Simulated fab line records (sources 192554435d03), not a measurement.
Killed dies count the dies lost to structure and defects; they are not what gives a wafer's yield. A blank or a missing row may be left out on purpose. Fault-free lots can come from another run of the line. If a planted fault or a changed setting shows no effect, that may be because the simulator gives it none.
A single fault, viewed from 2 desks | flow n5 finfet | each desk has only its own numbers; what lay behind them comes last

THE TOOL OWNER'S DESK: pecvd-02
The tool's own readings at N5_BEOL_M12_ILD_DEP_00 (deposits SiOC from DEMS/O2, target thk 658.92 nm, time 130.7 s): means of the sampled wafers that have a number, for each lot that ran on this tool. A lot is out of limits, marked OUT, if its mean lies more than 4 standard deviations from the usual mean; the brackets give that distance.
Columns: A = heater power w at N5_BEOL_M12_ILD_DEP_00, usual 482 W; B = showerhead plenum p Torr at N5_BEOL_M12_ILD_DEP_00, usual 5.694 Torr; C = susceptor temp C at N5_BEOL_M12_ILD_DEP_00, usual 349.99 C; D = throttle valve pct at N5_BEOL_M12_ILD_DEP_00, usual 12.0 %
lot  | first seen here | A   | B     | C                | D
L592 | day 13 07:17    | 592 | 5.680 | 365.23 (+76) OUT | 12.3
L597 | day 14 00:34    | 581 | 5.686 | 357.43 (+37) OUT | 11.8
L606 | day 16 21:58    | 547 | 5.689 | 349.99           | 11.4
L605 | day 17 07:07    | 522 | 5.682 | 350.24           | 11.8
L609 | day 18 04:12    | 493 | 5.687 | 349.73           | 12.3
L608 | day 18 04:34    | 540 | 5.693 | 350.11           | 11.7
This desk's finding: out of limits on L592, L597; first on L592, day 13 07:17 (susceptor temp C at N5_BEOL_M12_ILD_DEP_00). In limits: L606, L605, L609, L608.

THE METROLOGY DESK
Lot by lot, what the gauges showed, no matter which tool ran the lot: averages of those sampled wafers that carry a number. A lot is out of limits, marked OUT, if its mean lies more than 4 standard deviations from the usual mean; the brackets give that distance.
Columns: A = trench depth nm at N5_BEOL_M11_OCD_MEAS_38, usual 149.0 nm; B = M12_ILD_THK at N5_BEOL_M12_THK_MEAS_01, usual 654 nm
lot  | first seen here | A     | B
L588 | day 11 11:08    | 148.6 | 645
L589 | day 12 11:12    | 146.0 | 657
L592 | day 13 03:37    | 151.0 | 640
L597 | day 13 22:07    | 146.5 | 644
L603 | day 16 14:58    | 150.7 | 659
L606 | day 16 18:16    | 151.4 | 649
L605 | day 17 02:32    | 148.7 | 650
L609 | day 18 01:38    | 152.0 | 648
L608 | day 18 01:50    | 146.3 | 652
L610 | day 18 02:43    | 152.0 | 657
Result from this desk: across the 10 lots, nothing is out of limits.

ALL TOGETHER
On L592, L597, at day 13 07:17, an alarm was possible from the tool owner's desk.
At the metrology desk, nothing out of limits was observed.
The metrology desk has L592, L597 on record, within its limits.
On pecvd-02, each named lot ran N5_BEOL_M12_ILD_DEP_00.

WHAT HAD BEEN PUT IN BY THE SIMULATOR
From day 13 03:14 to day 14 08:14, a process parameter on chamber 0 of pecvd-02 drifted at N5_BEOL_M12_ILD_DEP_00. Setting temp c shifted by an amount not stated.
Lots struck among those shown: L592, L597.
Hours from the fault's start to each desk's first reading out of limits: the tool owner's desk, 4.
